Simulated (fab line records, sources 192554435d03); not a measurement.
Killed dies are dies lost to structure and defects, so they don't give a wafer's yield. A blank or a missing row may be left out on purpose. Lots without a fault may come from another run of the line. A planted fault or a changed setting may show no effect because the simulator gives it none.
A struck lot beside a sound one | flow n5_finfet | 16 steps out of a route of 1938
Sound: wafers L251.1, L251.2, L251.5. Struck: wafer L263.5. (L263.3, L263.6 of the same lot were not struck and are left out.) The cause comes at the end.
At each step with rows: each side's tool, then ch and its chambers, then its first start. Under that, the readings that differ: sound wafers | struck wafers | difference of the means | sigmas: that difference in standard deviations of wafers without a fault.
alike: readings whose means differ by less than 2 such deviations, and words and numbers that are the same on both sides. not compared: withheld readings, readings that some wafer has no value for, bounds like >300 that may hide the same value, and numbers for which the record gives no deviation and whose values overlap.
The two part at a step that has a row with sigmas, a row that says differs or no value, or rows on one side only. Numbers that don't overlap but have no deviation are shown without sigmas and don't part them. A reading that every wafer of one side lacks parts them only if that side has two wafers or more.

N5_ZERO_LAYER_PECVD_02: deposits SiO2 from SiH4/N2O, target thk 10 nm, time 6 s.
  sound on pecvd-03 ch 1,2, day 4 00:17; struck on pecvd-04 ch 0, day 7 00:18
  alike: heater_power_w, showerhead_plenum_p_Torr
then, 8 steps without rows for these wafers: N5_ZERO_LAYER_HMDS_04 (time 60 s); N5_ZERO_LAYER_COAT_05 (resist thk 1000 nm); N5_ZERO_LAYER_EBR_07; N5_ZERO_LAYER_SOFTBAKE_06 (time 90 s); N5_ZERO_LAYER_EXPOSE_08 (exposes mask ZERO, defocus 0 nm, target cd 2000 nm); N5_ZERO_LAYER_PEB_09; N5_ZERO_LAYER_DEVELOP_10 (develop time 60 s); N5_ZERO_LAYER_HARDBAKE_23 (time 120 s).
N5_ZERO_LAYER_CD_MEAS_11: target cd 2000 nm.
  sound on cd_sem-01 ch 0, day 4 00:38; struck on cd_sem-01 ch 0, day 7 00:47
  reading    | sound                | struck | difference | sigmas
  cd_nm (nm) | 2003.5 1999.4 2006.2 | 1998.6 | -4.4       | -2
N5_ZERO_LAYER_DESCUM_16: chemistry O2, time 7.9 s.
  sound on rie_diel-02 ch 1,2, day 4 00:41; struck on rie_diel-02 ch 3, day 7 00:49
  alike: drypump_motor_current_A, oes_product_au, rf_vpp_V, showerhead_plenum_p_Torr, throttle_valve_pct
  not compared: rf_hours_counter_h
N5_ZERO_LAYER_ETCH_17: etches SiO2 in CF4, target depth 12 nm, time 13.3 s.
  sound on rie_diel-02 ch 1,2, day 4 00:43; struck on rie_diel-02 ch 3, day 7 00:52
  alike: drypump_motor_current_A, oes_product_au, rf_fwd_power_W, rf_vpp_V, showerhead_plenum_p_Torr, throttle_valve_pct
  not compared: rf_hours_counter_h
N5_ZERO_LAYER_ETCH_18: etches Si in HBr/Cl2, target depth 120 nm, time 40 s.
  sound on rie_si-05 ch 0,2,3, day 4 00:47; struck on rie_si-04 ch 1, day 7 00:56
  reading                                | sound             | struck | difference | sigmas
  rf_fwd_power_W (W)                     | 795.0 792.8 797.6 | 600.5  | -194.6     | -75
  model.ZERO_LAYER.feature_depth_nm (nm) | 117.5 124.4 120.8 | 109.9  | -11.0      |
  model.etch.depth_nm (nm)               | 117.5 124.4 120.8 | 109.9  | -11.0      |
  alike: drypump_motor_current_A, oes_product_au, throttle_valve_pct
  not compared: rf_hours_counter_h
N5_ZERO_LAYER_STRIP_24: strips in O2.
  sound on plasma_asher-02 ch 0,1, day 4 00:56; struck on plasma_asher-01 ch 1, day 7 01:04
  reading                      | sound             | struck | difference | sigmas
  strip_time_to_endpoint_s (s) | 43.70 43.65 43.72 | 43.99  | +0.30      | +3
  alike: drypump_motor_current_A, heater_power_w, oes_product_au
  not compared: rf_hours_counter_h
-- the record jumps here: 7 days lie between the struck wafers' starts before and after (it left off in module ZERO_LAYER and takes up again in module BEOL_M4, whose first step shown is number 1111 of the route) --
N5_BEOL_M4_RC_MEAS_101:
  sound on prober-01 ch 0, day 10 09:22; struck on prober-02 ch 0, day 14 08:01
  reading        | sound          | struck | difference | sigmas
  DIBL_N (mV/V)  | 36.8 35.5 35.5 | 42.4   | +6.5       | +3
  DIBL_P (mV/V)  | 35.2 35.9 33.5 | 44.0   | +9.1       | +3
  IOFF_N (nA/um) | 0.16 0.14 0.13 | 0.32   | +0.18      | +4
  IOFF_P (nA/um) | 0.23 0.24 0.19 | 0.37   | +0.15      | +3
  ION_N (uA/um)  | 679 668 665    | 699    | +28        | +2
  SS_N (mV/dec)  | 71.8 70.9 71.2 | 74.0   | +2.7       | +4
  VT_N (mV)      | 251 252 253    | 242    | -10        | -3
  alike: ION_P, SS_P, VT_P
-- the record jumps here: 5 days lie between the struck wafers' starts before and after (it left off in module BEOL_M4 and takes up again in module PASSIVATION, whose first step shown is number 1936 of the route) --
N5_PASSIVATION_PROBE_49:
  sound on prober-02, day 15 07:00; struck on prober-02, day 19 07:18
  reading                | sound | struck | difference | sigmas
  sort_bin_4_leakage (%) | 0 0 0 | 0.8    | +0.8       | +3
  alike: defect_limited_yield, killed_at_M0_to_M3, killed_at_M4_up, killed_at_contacts, killed_at_front_end, killed_at_other, killed_dies, killed_open, killed_short, sort_bin_5_function, sort_bin_6_memory, sort_n_pass, sort_yield_pct

WHERE THEY PART
First at N5_ZERO_LAYER_CD_MEAS_11; last, within this record, at N5_PASSIVATION_PROBE_49.

WHY: what the simulator had put in
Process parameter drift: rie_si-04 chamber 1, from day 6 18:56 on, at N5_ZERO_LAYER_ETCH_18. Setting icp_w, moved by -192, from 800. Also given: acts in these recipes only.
